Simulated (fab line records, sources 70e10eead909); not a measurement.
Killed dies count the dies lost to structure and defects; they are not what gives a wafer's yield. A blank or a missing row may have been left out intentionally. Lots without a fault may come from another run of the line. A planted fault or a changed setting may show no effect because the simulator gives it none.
The same fault as seen by 2 desks    flow nand-harc    numbers are kept per desk, each desk with only its own; the story behind them comes last

## TOOL OWNER'S DESK, rie-diel-12
The tool's own readings at NHARC_P_GATE_DESCUM_61 (chemistry O2, time 3 s): means of the sampled wafers that have a number, for each lot that ran on this tool. The brackets show how far a lot's mean lies from the usual mean; more than 4 standard deviations puts the lot out of limits, marked OUT.
Columns: A = drypump-motor-current-A at NHARC_P_GATE_DESCUM_61, usual 6.0 A; B = oes-product-au at NHARC_P_GATE_DESCUM_61, usual 0.998 a.u.; C = rf-vpp-V at NHARC_P_GATE_DESCUM_61, usual 57.7 V; D = run-length-s at NHARC_P_GATE_DESCUM_61, usual 23.96 s; E = showerhead-plenum-p-Torr at NHARC_P_GATE_DESCUM_61, usual 1.90 Torr; F = throttle-valve-pct at NHARC_P_GATE_DESCUM_61, usual 11.310 %
lot   first seen here  A    B      C     D      E     F
L406  day 7 00:36      5.8  1.002  57.9  23.86  1.92  11.308
L412  day 9 16:11      5.5  1.005  57.6  24.47  1.91  11.313
L422  day 13 17:38     5.8  0.993  57.1  23.84  1.91  11.313
L425  day 14 10:29     6.3  0.987  57.1  23.61  1.92  11.308
Finding of this desk: none of the 4 lots has anything out of limits.

## THE DEFECT DESK
Lot by lot, what the route's inspections counted, given as the mean of those sampled wafers with a number. The brackets show how far a lot's mean lies from the usual mean; more than 4 standard deviations puts the lot out of limits, marked OUT.
Columns: A = raw-defect-count at NHARC_P_GATE_INSPECT_28, usual 5.8
lot   first seen here  A
L404  day 5 08:15      9.7
L405  day 5 18:40      5.7
L406  day 6 10:41      10.3
L412  day 9 02:26      4.3
L417  day 10 23:46     2.3
L419  day 11 20:16     11.3
L421  day 12 20:39     5.7
L422  day 13 03:52     5.7
L423  day 13 08:17     3.0
L425  day 13 20:46     2.7
L424  day 13 20:55     7.0
L426  day 14 14:01     3.7
Finding of this desk: none of the 12 lots has anything out of limits.

## BROUGHT TOGETHER
The desk of the tool owner found nothing out of limits.
Nothing the defect desk looked at was out of limits.

## WHAT THE SIMULATOR HAD INSERTED
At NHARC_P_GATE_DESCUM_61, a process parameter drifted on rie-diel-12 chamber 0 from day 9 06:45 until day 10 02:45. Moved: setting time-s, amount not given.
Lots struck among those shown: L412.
